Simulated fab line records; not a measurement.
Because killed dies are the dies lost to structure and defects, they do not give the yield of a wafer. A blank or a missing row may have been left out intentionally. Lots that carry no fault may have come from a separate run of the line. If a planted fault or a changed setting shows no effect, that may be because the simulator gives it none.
Chamber matching -- flow n5Finfet -- N5_SDB_ALD_29 on aldSin-02: 4 sister chambers
The step deposits SiNx, target thk 30 nm, pulse time 1 s, ald cycles 600. 7 wafers are shown with their chamber, then 7 later ones without.

== WAFERS PAIRED WITH THEIR CHAMBERS ==
wafer,chamber,heaterPowerOuterW (W),heaterPowerW (W)
L075.4,3,531,913
L080.2,3,517,847
L084.2,1,493,775
L084.3,2,498,795
L084.4,0,472,772
L088.1,1,476,779
L088.3,0,471,774

== WAFERS WITH NO CHAMBER GIVEN ==
wafer,heaterPowerOuterW (W),heaterPowerW (W)
L088.4,516,849
L092.1,524,842
L092.4,499,782
L092.6,496,811
L093.1,492,783
L093.2,451,769
L093.6,510,827

== THE CHAMBER EACH PASSED THROUGH ==
wafer,from the rows above,in truth
L088.4,can't be placed: 3 or 2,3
L092.1,can't be placed: 3 or 2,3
L092.4,can't be placed: 2 or 1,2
L092.6,can't be placed: 2 or 1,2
L093.1,can't be placed: 2 or 1 or 0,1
L093.2,can't be placed: 0 or 1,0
L093.6,can't be placed: 2 or 3 or 1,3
Correct placement for 0 of the 7. Not placeable from these rows: 7 (in 7, the candidates include the true chamber). 0 placed wrongly.
How it was worked out, from the rows above alone: a wafer's distance from a chamber is the root of the sum, over the readings, of the square of ((its reading less the chamber's mean) divided by the reading's scatter). If the next closest chamber is less than 2 further off than the closest, the wafer can't be placed; otherwise it belongs to the closest. A chamber's mean is the mean of its shown wafers. How the scatter is found: for the shown wafers, subtract from each reading the mean of its chamber, square and add these, divide the total by (wafers less chambers), then take the root.
